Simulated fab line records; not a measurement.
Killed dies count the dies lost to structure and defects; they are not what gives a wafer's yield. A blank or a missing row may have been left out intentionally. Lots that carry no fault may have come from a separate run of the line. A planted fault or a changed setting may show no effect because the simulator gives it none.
Matching of chambers :: flow n5_finfet :: N5_BEOL_M2_ALD_98 on ald_sin-04: 4 sister chambers
The step deposits SiO2, target thk 2.5 nm, pulse time 1 s, co reactant pulse time 1 s. 4 wafers are shown with their chamber, then 7 later ones without.

## WAFERS PAIRED WITH THEIR CHAMBERS
wafer: L081.1
chamber: 3
heater_power_w (W): 86

wafer: L081.3
chamber: 0
heater_power_w (W): 63

wafer: L085.1
chamber: 1
heater_power_w (W): 83

wafer: L085.2
chamber: 2
heater_power_w (W): 78

## WAFERS WITHOUT THEIR CHAMBER
wafer: L085.5
heater_power_w (W): 83

wafer: L093.1
heater_power_w (W): 77

wafer: L093.3
heater_power_w (W): 61

wafer: L093.5
heater_power_w (W): 83

wafer: L097.2
heater_power_w (W): 62

wafer: L097.3
heater_power_w (W): 86

wafer: L097.6
heater_power_w (W): 81

## WHICH CHAMBER EACH ONE RAN IN
wafer: L085.5
from the rows above: 1
in truth: 1

wafer: L093.1
from the rows above: 2
in truth: 2

wafer: L093.3
from the rows above: 0
in truth: 0

wafer: L093.5
from the rows above: 1
in truth: 1

wafer: L097.2
from the rows above: 0
in truth: 0

wafer: L097.3
from the rows above: 3
in truth: 3

wafer: L097.6
from the rows above: can't be placed: 1 or 2
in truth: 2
Correctly placed: 6 of 7. From these rows, 1 cannot be placed; in 1 the true chamber is one of the candidates. 0 placed wrongly.
How it was worked out, from the rows above alone: a wafer's distance from a chamber is the root of the sum, over the readings, of the square of ((its reading less the chamber's mean) divided by the reading's scatter). If the next closest chamber is less than 2 further off than the closest, the wafer can't be placed; otherwise it belongs to the closest. A chamber's mean is the mean of its shown wafers. The scatter: root of mean squared gap, hidden wafer to nearest shown wafer, with one shown wafer a chamber.
